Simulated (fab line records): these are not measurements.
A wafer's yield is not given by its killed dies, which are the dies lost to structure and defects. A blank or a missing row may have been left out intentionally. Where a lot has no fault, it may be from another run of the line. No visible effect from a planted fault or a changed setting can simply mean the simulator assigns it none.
8D (eight disciplines) problem report, filled in by code ; flow n5_finfet ; the parts of the form that need people (team, actions taken, sign-off) are left out

## 1. WHAT IS WRONG
FIN_CORE_OVL at N5_FIN_SAQP_OVL_MEAS_17 reads a mean of 5.1 nm on 6 wafers of 2 lots; wafers without a fault read -0.7 nm with a standard deviation of 0.73. That puts it +7.9 standard deviations away from the usual mean.
The first sign was on wafer L156.1 at day 7 03:49, on overlay-01. The record holds 30 wafers of 10 lots with a number at this step. Rule for "out", or "out of limits": more than 4 standard deviations from the usual mean. Any other wafer with a number is counted as sound.

## 2. WHAT IT IS AND WHAT IT IS NOT
question;is;is not
which readings at this step;FIN_CORE_OVL;-
which lots;L156, L157;L136, L137, L142, L143, L146, L148, L150, L158
which wafers of those lots;all that have a number;-
read on which gauges;overlay-01;overlay-02
when;from day 7 03:49;"up to then (21 sound wafers); but 3 sound wafers of L158 came after"

## 3. WHAT RULES OUT EACH SUSPECT
Counting: a tool at any process step up to the reading remains a suspect when it ran all the lots that are out and ran no sound lot after the first of those.
- the gauge at N5_FIN_SAQP_OVL_MEAS_17: kept. All the wafers that are out were read on overlay-01, and no step on other tools shows them out.
- arfi_scanner-03 at N5_FIN_SAQP_EXPOSE_13 (exposes mask FIN CORE, target cd 35.6 nm): kept. It processed each lot that is out, first L156 at day 7 03:39, and no sound lot thereafter; up to then, the last sound lot it processed was L148 at day 5 05:22.
Left after counting: arfi_scanner-03 at N5_FIN_SAQP_EXPOSE_13, overlay-01 at N5_FIN_SAQP_OVL_MEAS_17.

## 4. THE CAUSE (what the simulator had put in)
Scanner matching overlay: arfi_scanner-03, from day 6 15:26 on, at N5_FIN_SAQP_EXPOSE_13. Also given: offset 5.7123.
Counting left 2 suspects, and this tool is among them.

## 5. SEQUENCE OF EFFECTS, ordered by route
Each row: a reading whose mean over the struck wafers that have a number lies more than 3 standard deviations from the usual. Only readings whose record carries a usual standard deviation are examined. hours: median over the lots of the time between each lot's start at the first step of this table that gives one and its start at this step. sigmas: the change, counted in usual standard deviations.
hours;step;reading;usual;on struck wafers;change;sigmas
0;N5_FIN_SAQP_OVL_MEAS_17;FIN_CORE_OVL;-0.7 nm;5.1;+5.8;+7.9
Later measuring or inspecting steps at which every struck wafer that the step has a row for has a number for every such reading, and none has moved that far: N5_BEOL_M4_RC_MEAS_101.

## 6. WHAT WOULD HAVE CAUGHT IT SOONER
In this record the first reading out of limits at a measuring or inspecting step was taken at day 7 03:49, 12 hours after the fault began at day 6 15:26.
Lots out: 2; of these, L157 started N5_FIN_SAQP_EXPOSE_13 on arfi_scanner-03 after day 7 03:49. Had the tool been put on hold then, it would have been spared.
